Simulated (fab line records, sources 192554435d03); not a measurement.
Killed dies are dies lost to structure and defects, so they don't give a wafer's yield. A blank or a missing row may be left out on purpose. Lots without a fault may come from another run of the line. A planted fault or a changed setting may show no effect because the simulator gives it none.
fab line records | flow n5_finfet
record lots=10 wafers=30 last_day=18
route steps=1938 shown BEOL_M5@1191 BEOL_M6@1198 PASSIVATION@1936
lots that met no fault: from a run of the same line without faults
start_h: hours from the record's first day to the start of the lot's first wafer shown | wait_h: hours since the lot's step before | " the same as in the row above | L1.1+2: a row that stands for several wafers | - no value, or no start given | * or withheld: withheld | < > ~ a bound
route shown NAME@n: a module of which the file shows steps, and the number in the route of the first | usual: mean/standard deviation of fault-free wafers | same: alike in all rows | chamber/n: place in a boat | sites: the reading at each site | _std_site: their standard deviation | _edge_site: outer sites' mean less inner sites' | radius_mm: how far each site lies from the wafer's centre | mask NAME#n: copy n | behind: the tool/chamber that last shaped the wafer | hold: why the lot was held/for how many hours/how that ended | device: the transistor (n, p or np) that didn't switch | end of line: the same wafers' tests at the end of the route | a step without rows: its recipe alone | killed: dies lost to structure and defects at the first sort, not the wafer's yield | map: a wafer's dies, x killed, . not, _ none there
set.NAME: the setting as run; set.NAME@STEP: as run at that earlier step | model.NAME: the simulator's own value behind a step, which no gauge read
steps of the route over a sample of lots; a table a step, a row a wafer
services: from which hour (start_h, from the record's first day; less than 0 if before it) a tool's chamber was out of use, for how many hours, and why
## steps
# step N5_BEOL_M5_DEP_56
# recipe material=SiCN target_thk_a=80 temp_c=withheld precursor=3MS/NH3 pressure_torr=3 rf_w=202 time_s=14
# usual showerhead_plenum_p_Torr=3.665/0.0096 throttle_valve_pct=9.1/0.64
# columns lot.wafer tool chamber start_h wait_h showerhead_plenum_p_Torr throttle_valve_pct
L433.1 pecvd-03 2 192.02 0.0 3.667 9.1
L433.4 " 2 " " 3.667 9.0
L433.5 " 1 " " 3.663 8.6
L434.1 pecvd-03 0 197.29 0.0 3.672 9.1
L434.4 " 2 " " 3.678 9.1
L434.6 " 0 " " 3.671 9.6
L440.2 pecvd-03 1 229.95 0.0 3.671 8.9
L440.4 " 1 " " 3.660 8.7
L440.6 " 0 " " 3.678 9.3
L441.2 pecvd-04 2 234.00 0.0 3.650 8.6
L441.3 " 1 " " 3.671 8.6
L441.4 " 2 " " 3.650 8.8
L444.1 pecvd-04 1 250.81 0.0 3.679 8.5
L444.4 " 2 " " 3.656 8.7
L444.5 " 0 " " 3.659 10.5
L445.2 pecvd-02 2 280.47 0.0 3.671 8.2
L445.4 " 1 " " 3.664 9.0
L445.5 " 2 " " 3.671 8.1
L447.3 pecvd-03 0 284.56 0.0 3.678 9.2
L447.4 " 1 " " 3.658 8.7
L447.6 " 2 " " 3.661 9.2
L448.1 pecvd-04 2 290.19 0.0 3.656 8.4
L448.5 " 2 " " 3.661 8.6
L448.6 " 0 " " 3.652 10.2
L452.3 pecvd-03 0 319.23 0.0 3.686 9.4
L452.5 " 2 " " 3.669 9.1
L452.6 " 1 " " 3.664 8.8
L453.1 pecvd-04 0 331.06 0.0 3.656 10.4
L453.4 " 1 " " 3.664 8.8
L453.5 " 0 " " 3.648 10.1
# step N5_BEOL_M6_HM_DEP_02
# recipe material=TiN target_thk_a=200 temp_c=25 chamber_pressure_pa=0.49996
# usual throttle_valve_pct=29.8/0.98
# columns lot.wafer tool chamber start_h wait_h throttle_valve_pct
L433.1 pvd_sputter-03 - 193.66 0.9 29.1
L433.4 " - " " 29.9
L433.5 " - " " 31.3
L434.1 pvd_sputter-02 - 199.12 1.1 28.3
L434.4 " - " " 29.9
L434.6 " - " " 28.2
L440.2 pvd_sputter-03 - 231.31 0.6 29.8
L440.4 " - " " 31.3
L440.6 " - " " 31.2
L441.2 pvd_sputter-01 - 235.51 0.7 30.5
L441.3 " - " " 30.2
L441.4 " - " " 29.0
L444.1 pvd_sputter-01 - 252.41 0.7 30.1
L444.4 " - " " 29.2
L444.5 " - " " 29.4
L445.2 pvd_sputter-02 - 282.16 0.9 29.8
L445.4 " - " " 28.7
L445.5 " - " " 28.2
L447.3 pvd_sputter-03 - 287.33 2.0 31.4
L447.4 " - " " 30.6
L447.6 " - " " 28.9
L448.1 pvd_sputter-02 - 292.22 1.3 31.3
L448.5 " - " " 27.9
L448.6 " - " " 31.3
L452.3 pvd_sputter-02 - 321.15 1.2 31.1
L452.5 " - " " 28.4
L452.6 " - " " 30.0
L453.1 pvd_sputter-02 - 332.83 1.0 31.1
L453.4 " - " " 28.5
L453.5 " - " " 31.3
# step N5_BEOL_M6_ETCH_62
# recipe chemistry=N2/H2 target=SOC target_depth_a=1100 overetch_a=220 mask_material=SiARC temp_c=40 time_s=165 ion_energy_ev=200 pressure_mtorr=30 source_w=840 bias_w=150 n2_flow_sccm=200 h2_flow_sccm=200
# usual drypump_motor_current_A=5.7/0.43 oes_product_au=0.67/0.082 rf_vpp_V=523.2/2.7 showerhead_plenum_p_Torr=2.53/0.094 throttle_valve_pct=17.76/0.29
# columns lot.wafer tool chamber start_h wait_h drypump_motor_current_A oes_product_au rf_hours_counter_h rf_vpp_V showerhead_plenum_p_Torr throttle_valve_pct
L433.1 rie_diel-05 0 194.58 0.0 5.7 0.57 252 521.0 2.37 17.89
L433.4 " 2 " " 5.1 0.60 - 526.0 2.63 17.75
L433.5 " 0 " " 5.7 0.57 - 520.6 2.37 17.89
L434.1 rie_diel-05 1 199.68 0.0 6.1 0.72 51 521.4 2.50 17.66
L434.4 " 2 " " 5.1 0.61 - 525.8 2.63 17.75
L434.6 " 3 " " 5.6 0.57 - 523.8 2.52 18.37
L440.2 rie_diel-06 3 232.35 0.0 6.5 0.71 74 521.6 2.47 17.78
L440.4 " 0 " " 6.6 0.82 - 522.4 2.48 17.53
L440.6 " 2 " " 5.5 0.60 - 520.5 2.43 18.21
L441.2 rie_diel-04 2 236.54 0.0 5.8 0.60 203 526.8 2.64 18.09
L441.3 " 0 " " 5.6 0.82 6 529.3 2.72 17.53
L441.4 " 3 " " 5.3 0.71 58 521.6 2.47 17.34
L444.1 rie_diel-06 3 253.16 0.0 6.5 0.70 84 520.9 2.47 17.79
L444.4 " 1 " " 6.0 0.82 3 523.2 2.49 17.74
L444.5 " 3 " " 6.5 0.70 - 523.0 2.47 17.78
L445.2 rie_diel-06 1 287.44 0.0 6.0 0.79 12 520.3 2.49 17.73
L445.4 " 2 " " 5.5 0.58 239 519.5 2.42 18.23
L445.5 " 1 " " 6.0 0.79 - 523.9 2.49 17.74
L447.3 rie_diel-05 1 288.07 0.0 6.1 0.68 85 522.8 2.49 17.72
L447.4 " 3 " " 5.6 0.78 19 522.8 2.51 18.02
L447.6 " 3 " " 5.6 0.79 - 523.1 2.51 18.02
L448.1 rie_diel-04 0 292.79 0.0 5.6 0.77 25 528.6 2.71 17.58
L448.5 " 2 " " 5.8 0.59 - 526.7 2.63 18.14
L448.6 " 3 " " 5.4 0.70 - 522.6 2.46 17.38
L452.3 rie_diel-04 0 321.91 0.0 5.6 0.75 36 529.3 2.71 17.56
L452.5 " 3 " " 5.3 0.68 - 523.8 2.46 17.40
L452.6 " 2 " " 5.7 0.58 - 524.7 2.63 18.13
L453.1 rie_diel-05 0 333.52 0.0 5.7 0.72 41 528.7 2.67 17.46
L453.4 " 2 " " 5.1 0.79 8 524.1 2.62 17.37
L453.5 " 2 " " 5.1 0.79 - 526.6 2.62 17.35
# step N5_BEOL_M6_HM_OPEN_17
# recipe chemistry=Cl2/BCl3 target_depth_a=200 overetch_a=60 target=TiN mask_material=SOC ion_energy_ev=150 pressure_mtorr=10 icp_w=1000 bias_w=126 Cl2_flow_sccm=53.25 bcl3_flow_sccm=21.75 Ar_flow_sccm=25
# usual drypump_motor_current_A=5.51/0.21 oes_product_au=0.66/0.086 throttle_valve_pct=22.19/0.2
# columns lot.wafer tool chamber start_h wait_h drypump_motor_current_A oes_product_au rf_hours_counter_h throttle_valve_pct
L433.1 rie_metal-02 1 194.77 0.0 5.29 0.72 19 22.32
L433.4 " 0 " " 5.47 0.51 - 22.26
L433.5 " 0 " " 5.48 0.50 - 22.24
L434.1 rie_metal-01 0 199.86 0.0 5.88 0.64 45 22.05
L434.4 " 1 " " 5.61 0.76 - 21.91
L434.6 " 1 " " 5.55 0.75 - 21.91
L440.2 rie_metal-02 0 232.54 0.0 5.48 0.83 0 22.12
L440.4 " 1 " " 5.30 0.72 - 22.33
L440.6 " 0 " " 5.46 0.83 - 22.14
L441.2 rie_metal-02 1 236.72 0.0 5.27 0.73 23 22.31
L441.3 " 1 " " 5.31 0.73 - 22.30
L441.4 " 0 " " 5.48 0.83 - 22.13
L444.1 rie_metal-01 1 253.35 0.0 5.62 0.74 19 21.89
L444.4 " 0 " " 5.86 0.64 - 22.06
L444.5 " 1 " " 5.57 0.75 - 21.88
L445.2 rie_metal-03 1 287.66 0.1 5.49 0.56 - 22.48
L445.4 " 1 " " 5.51 0.56 - 22.48
L445.5 " 1 " " 5.51 0.54 - 22.49
L447.3 rie_metal-03 1 288.32 0.1 5.50 0.55 - 22.49
L447.4 " 1 " " 5.50 0.54 - 22.50
L447.6 " 1 " " 5.51 0.55 - 22.49
L448.1 rie_metal-01 1 292.98 0.0 5.58 0.73 23 21.92
L448.5 " 1 " " 5.58 0.72 - 21.92
L448.6 " 0 " " 5.88 0.64 - 22.04
L452.3 rie_metal-01 0 322.16 0.1 5.87 0.63 - 22.06
L452.5 " 0 " " 5.91 0.62 - 22.10
L452.6 " 0 " " 5.90 0.63 - 22.07
L453.1 rie_metal-02 0 333.71 0.0 5.49 0.74 10 22.15
L453.4 " 0 " " 5.50 0.75 - 22.16
L453.5 " 1 " " 5.35 0.69 - 22.33
# step N5_BEOL_M6_INSPECT_30
# recipe mode=adi inspect_instrument=brightfield
# usual raw_defect_count=410/89
# columns lot.wafer tool chamber start_h wait_h raw_defect_count
L433.1 defect_inspect-02 - 195.40 0.1 499
L433.4 " - " " 482
L433.5 " - " " 430
L434.1 defect_inspect-02 - 203.97 0.1 641
L434.4 " - " " 428
L434.6 " - " " 566
L440.2 defect_inspect-02 - 234.12 0.0 1839
L440.4 " - " " 1772
L440.6 " - " " 1743
L441.2 defect_inspect-02 - 237.56 0.0 1848
L441.3 " - " " 2120
L441.4 " - " " 2033
L444.1 defect_inspect-01 - 257.76 0.1 475
L444.4 " - " " 571
L444.5 " - " " 599
L445.2 defect_inspect-01 - 288.55 0.0 554
L445.4 " - " " 521
L445.5 " - " " 527
L447.3 defect_inspect-02 - 288.93 0.0 398
L447.4 " - " " 313
L447.6 " - " " 353
L448.1 defect_inspect-02 - 294.45 0.1 385
L448.5 " - " " 411
L448.6 " - " " 542
L452.3 defect_inspect-02 - 328.43 0.0 414
L452.5 " - " " 381
L452.6 " - " " 390
L453.1 defect_inspect-02 - 336.13 0.1 560
L453.4 " - " " 409
L453.5 " - " " 480
# step N5_PASSIVATION_PROBE_49
# usual defect_limited_yield=91.1/1.5 killed_at_M0_to_M3=37/11 killed_at_M4_up=13/5.6 killed_at_contacts=12/5.6 killed_at_front_end=39/11 killed_at_other=4/3.1 killed_dies=105/18 killed_on_rim=14/3.8 killed_open=69/13 killed_short=35/7.4 sort_bin_4_leakage=0.00/0.022 sort_bin_5_function=5.1/0.92 sort_bin_6_memory=3.4/0.76 sort_bin_8_speed=0.02/0.11 sort_n_pass=1075/18 sort_yield_pct=91.1/1.5
# same gross_dies=1180 killed_at_back_side=0
# columns lot.wafer tool chamber start_h wait_h defect_limited_yield[%] killed_at_M0_to_M3 killed_at_M4_up killed_at_contacts killed_at_front_end killed_at_other killed_dies killed_on_rim killed_open killed_short sort_bin_4_leakage[%] sort_bin_5_function[%] sort_bin_6_memory[%] sort_bin_8_speed[%] sort_n_pass sort_yield_pct[%]
L440.2 prober-01 - 315.89 0.1 82.2 45 94 15 49 7 210 36 79 43 0.17 9.4 4.6 0 968 82.0
L440.4 prober-01 - 315.99 0.2 83.9 42 84 15 44 5 190 34 83 33 0 9.3 4.1 0 990 83.9
L440.6 prober-01 - 316.09 0.3 83.8 33 94 8 50 6 191 28 49 51 0 9.2 3.4 0 989 83.8
L441.2 prober-02 - 326.44 0.1 83.9 35 96 14 39 6 190 37 67 37 0 8.9 3.8 0 990 83.9
L441.3 prober-02 - 326.49 0.1 83.6 52 81 14 35 12 194 35 94 31 0 8.6 4.7 0 986 83.6
L441.4 prober-02 - 326.54 0.2 83.6 37 104 14 35 4 194 36 68 38 0 9.4 4.1 0 986 83.6
L445.2 prober-01 - 381.27 0.1 92.5 38 11 13 23 4 89 13 62 27 0 4.4 3.0 0 1091 92.5
L445.4 prober-01 - 381.37 0.2 88.7 58 16 18 34 7 133 17 86 45 0 6.7 4.3 0 1047 88.7
L445.5 prober-01 - 381.42 0.2 92.1 25 9 10 37 12 93 9 59 34 0 5.0 2.4 0 1087 92.1
L447.3 prober-02 - 390.29 0.1 91.9 27 11 11 46 1 96 7 58 38 0 4.6 3.2 0 1084 91.9
L447.4 prober-02 - 390.34 0.2 91.4 36 16 14 34 1 101 10 62 37 0 5.3 3.0 0 1079 91.4
L447.6 prober-02 - 390.44 0.3 91.2 36 18 12 36 2 104 19 68 36 0 4.8 3.9 0 1076 91.2
# killed by level:class
L440.2 BEOL_M6:unspecified=86 FIN_SAQP:geometric_particle:open=14 BEOL_M0_SAQP:geometric_particle:open=14 FIN_SAQP:geometric_particle:short=13 MOL_CONTACT_COAG:geometric_particle:open=12 STI_FIN_REVEAL:geometric_particle:open=9 BEOL_M0_SAQP:geometric_particle:short=9 BEOL_M2:geometric_particle:short=7
L440.4 BEOL_M6:unspecified=73 FIN_SAQP:geometric_particle:open=13 MOL_CONTACT_COAG:geometric_particle:open=13 BEOL_M0_SAQP:geometric_particle:short=9 FIN_SAQP:geometric_particle:short=7 STI_FIN_REVEAL:geometric_particle:open=7 BEOL_M0_SAQP:geometric_particle:open=7 BEOL_M3:geometric_particle:open=7
L440.6 BEOL_M6:unspecified=90 FIN_SAQP:geometric_particle:short=18 BEOL_M0_SAQP:geometric_particle:open=10 BEOL_M0_SAQP:geometric_particle:short=7 MOL_CONTACT_COAG:geometric_particle:open=6 GATE_CUT:geometric_particle:short=6 FIN_SAQP:geometric_particle:open=5 STI_FIN_REVEAL:geometric_particle:open=5
L441.2 BEOL_M6:unspecified=77 BEOL_M2:geometric_particle:open=12 FIN_SAQP:geometric_particle:short=9 MOL_CONTACT_COAG:geometric_particle:open=9 STI_FIN_REVEAL:geometric_particle:open=8 BEOL_M3:geometric_particle:open=7 HKMG_FIN:area_etch=7 BEOL_M0_SAQP:geometric_particle:short=6
L441.3 BEOL_M6:unspecified=68 BEOL_M0_SAQP:geometric_particle:open=18 BEOL_M3:geometric_particle:open=15 MOL_CONTACT_COAG:geometric_particle:open=13 BEOL_M4:geometric_particle:open=8 STI_FIN_REVEAL:geometric_particle:open=7 FIN_SAQP:geometric_particle:open=6 BEOL_M0_SAQP:geometric_particle:short=6
L441.4 BEOL_M6:unspecified=86 BEOL_M3:geometric_particle:open=12 MOL_CONTACT_COAG:geometric_particle:open=9 BEOL_M4:geometric_particle:open=8 BEOL_M1:geometric_particle:open=6 FIN_SAQP:geometric_particle:short=5 MOL_CONTACT_COAG:geometric_particle:short=5 BEOL_M0_SAQP:geometric_particle:open=5
L445.2 BEOL_M0_SAQP:geometric_particle:open=12 MOL_CONTACT_COAG:geometric_particle:open=8 BEOL_M3:geometric_particle:open=8 STI_FIN_REVEAL:geometric_particle:open=5 MOL_CONTACT_COAG:geometric_particle:short=5 BEOL_M3:geometric_particle:short=5 BEOL_M0_SAQP:geometric_particle:short=4 FIN_SAQP:geometric_particle:open=3
L445.4 BEOL_M0_SAQP:geometric_particle:open=20 BEOL_M0_SAQP:geometric_particle:short=18 MOL_CONTACT_COAG:geometric_particle:open=15 FIN_SAQP:geometric_particle:short=10 BEOL_M4:geometric_particle:open=8 BEOL_M3:geometric_particle:open=7 BEOL_M2:geometric_particle:open=6 FIN_SAQP:geometric_particle:open=5
L445.5 BEOL_M0_SAQP:geometric_particle:open=10 FIN_SAQP:geometric_particle:short=7 MOL_CONTACT_COAG:geometric_particle:open=7 BEOL_M3:geometric_particle:open=7 DUMMY_GATE:geometric_particle:open=6 BEOL_M5:geometric_particle:open=6 PASS1_CAP:geometric_particle:short=5 FIN_SAQP:geometric_particle:open=4
L447.3 STI_FIN_REVEAL:geometric_particle:open=13 FIN_SAQP:geometric_particle:short=12 FIN_SAQP:geometric_particle:open=9 MOL_CONTACT_COAG:geometric_particle:open=7 BEOL_M4:geometric_particle:open=6 GATE_CUT:geometric_particle:short=6 BEOL_M3:geometric_particle:open=6 BEOL_M0_SAQP:geometric_particle:short=5
L447.4 MOL_CONTACT_COAG:geometric_particle:open=12 BEOL_M0_SAQP:geometric_particle:short=12 GATE_CUT:geometric_particle:short=10 STI_FIN_REVEAL:geometric_particle:open=8 BEOL_M3:geometric_particle:open=7 BEOL_M2:geometric_particle:open=6 BEOL_M4:geometric_particle:open=6 FIN_SAQP:geometric_particle:short=4
L447.6 BEOL_M0_SAQP:geometric_particle:short=13 MOL_CONTACT_COAG:geometric_particle:open=11 BEOL_M4:geometric_particle:open=10 STI_FIN_REVEAL:geometric_particle:open=8 BEOL_M0_SAQP:geometric_particle:open=8 BEOL_M3:geometric_particle:open=8 FIN_SAQP:geometric_particle:short=6 FIN_SAQP:geometric_particle:open=4
## services
# columns tool chamber start_h hours kind
rie_diel-05 1 183.09 9.7 repair
pecvd-02 - 183.88 14.6 pm
rie_diel-05 0 199.06 - clean
rie_diel-05 0 199.06 - consumable_replace:focus_ring
rie_diel-05 0 199.06 - consumable_replace:showerhead
rie_diel-05 0 199.06 18.2 scheduled_down
rie_metal-02 1 209.25 8.3 repair
rie_diel-05 3 209.61 4.5 repair
rie_diel-05 0 223.81 5.5 repair
rie_metal-02 - 233.44 1.1 repair
rie_metal-03 0 240.05 54.4 repair
rie_diel-04 - 266.81 2.4 repair
rie_diel-06 - 267.21 0.6 repair
pecvd-02 - 271.91 2.8 pm
rie_diel-06 - 275.37 4.3 pm
pecvd-03 - 275.45 6.0 pm
rie_diel-06 2 294.86 13.9 repair
rie_diel-04 2 302.94 7.1 repair
rie_diel-04 2 310.68 4.4 repair
pvd_sputter-02 - 311.06 2.8 repair
rie_metal-01 1 320.81 10.9 repair
pecvd-03 0 324.67 - clean
pecvd-03 0 324.67 29.5 scheduled_down
pecvd-03 0 324.67 29.5 vent_cycle
## key
first_sign step=N5_BEOL_M6_INSPECT_30 reading=raw_defect_count direction=up sigmas=17 usual=410 struck=1892
effect step=N5_PASSIVATION_PROBE_49 reading=killed_at_M4_up direction=up sigmas=14 usual=13 struck=92
more_kills_born_at N5_BEOL_M6_HM_OPEN_17@rie_metal-02=480
met_at N5_BEOL_M6_HM_OPEN_17
struck_lots L440,L441
not_acting_at N5_BEOL_M5_DEP_56,N5_BEOL_M6_HM_DEP_02,N5_BEOL_M6_ETCH_62
onset_between 194.77 232.54
fault kind=chamber_particle_source tool=rie_metal-02 chamber=- onset_h=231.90 steps=N5_BEOL_M6_HM_OPEN_17 rate_per_visit_cm2=2.2474 end_h=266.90
